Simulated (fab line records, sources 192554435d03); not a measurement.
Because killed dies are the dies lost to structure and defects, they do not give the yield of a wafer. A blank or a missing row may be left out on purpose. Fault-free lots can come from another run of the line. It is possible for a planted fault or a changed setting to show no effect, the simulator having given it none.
A single fault, viewed from 3 desks :: flow n5-finfet :: numbers are kept per desk, each desk with only its own; the story behind them comes last

## THE DEFECT DESK
Counts from the inspections along the route, per lot, as means over the sampled wafers that have a number. A lot is out of limits, marked OUT, if its mean lies more than 4 standard deviations from the usual mean; the brackets give that distance.
Columns: A = raw-defect-count at N5_WELL_APT_INSPECT_10, usual 1.8; B = raw-defect-count at N5_WELL_APT_INSPECT_27, usual 2.3
lot: L996
first seen here: day 3 01:44
A: 0.7
B: 2.3

lot: L999
first seen here: day 3 19:41
A: 1.3
B: 1.7

lot: L104
first seen here: day 5 01:44
A: 2.7
B: 2.3

lot: L105
first seen here: day 5 07:52
A: 2.0
B: 1.7

lot: L110
first seen here: day 6 13:44
A: 1.7
B: 2.0

lot: L111
first seen here: day 6 20:07
A: 2.7
B: 1.7
This desk found nothing out of limits on any of the 6 lots.

## FOR THE TOOL OWNER'S DESK: litho-track-01
The tool's own readings at N5_WELL_APT_COAT_19 (resist thk 950 nm): means of the sampled wafers that have a number, for each lot that ran on this tool. A lot is out of limits, marked OUT, if its mean lies more than 4 standard deviations from the usual mean; the brackets give that distance.
Columns: A = dispense-pressure-kPa at N5_WELL_APT_COAT_19, usual 52 kPa; B = spin-speed-rpm at N5_WELL_APT_COAT_19, usual 1357.0 rpm
lot: L999
first seen here: day 3 20:31
A: 52
B: 1357.7

lot: L104
first seen here: day 5 02:49
A: 52
B: 1429.0 (+60) OUT

lot: L105
first seen here: day 5 08:41
A: 52
B: 1428.0 (+59) OUT
This desk finds L104, L105 out of limits, L104 being first, at day 5 02:49 (spin-speed-rpm at N5_WELL_APT_COAT_19). L999 stayed within limits.

## AT THE METROLOGY DESK
Lot by lot, what the gauges showed, no matter which tool ran the lot: averages of those sampled wafers that carry a number. A lot is out of limits, marked OUT, if its mean lies more than 4 standard deviations from the usual mean; the brackets give that distance. Only the readings that lie furthest out on some lot appear, 7 of the 14 it has.
Columns: A = cd-nm at N5_WELL_APT_CD_MEAS_08, usual 200.2 nm; B = NWELL_OVL at N5_WELL_APT_OVL_MEAS_09, usual -3 nm; C = cd-nm at N5_WELL_APT_CD_MEAS_25, usual 200.5 nm; D = PWELL_OVL at N5_WELL_APT_OVL_MEAS_26, usual -3 nm; E = DIBL_N at N5_BEOL_M4_RC_MEAS_101, usual 35.7 mV/V; F = ION_P at N5_BEOL_M4_RC_MEAS_101, usual 462 uA/um; G = VT_P at N5_BEOL_M4_RC_MEAS_101, usual -251 mV
lot: L996
first seen here: day 3 01:41
A: 199.2
B: 7
C: 201.0
D: -4
E: 33.7
F: 467
G: -250

lot: L999
first seen here: day 3 19:38
A: 203.2
B: -14
C: 202.2
D: 0
E: 36.1
F: 456
G: -255

lot: L104
first seen here: day 5 01:41
A: 198.5
B: 4
C: 199.6
D: -4
E: 36.4
F: 466
G: -252

lot: L105
first seen here: day 5 07:49
A: 197.3
B: -13
C: 201.9
D: 4
E: 36.4
F: 468
G: -248

lot: L110
first seen here: day 6 13:41
A: 199.7
B: 5
C: 203.0
D: 0
E: 33.9
F: 451
G: -253

lot: L111
first seen here: day 6 20:03
A: 197.1
B: -5
C: 199.2
D: -0
E: 35.2
F: 466
G: -248
This desk found nothing out of limits on any of the 6 lots.

## TAKEN TOGETHER
The tool owner's desk had the chance to raise an alarm at day 5 02:49 on L104, L105.
No out-of-limits result turned up at the defect desk.
The metrology desk saw nothing out of limits.
The defect desk has L104, L105 on record, within its limits.
The metrology desk holds a record of L104, L105, inside its limits.
Every lot named ran N5_WELL_APT_COAT_19 on litho-track-01.

## WHAT THE SIMULATOR HAD PUT IN
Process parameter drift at N5_WELL_APT_COAT_19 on litho-track-01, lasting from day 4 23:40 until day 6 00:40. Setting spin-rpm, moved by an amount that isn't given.
Shown lots that were struck: L104, L105.
Hours from the fault's start to each desk's first reading out of limits: the tool owner's desk, 3.
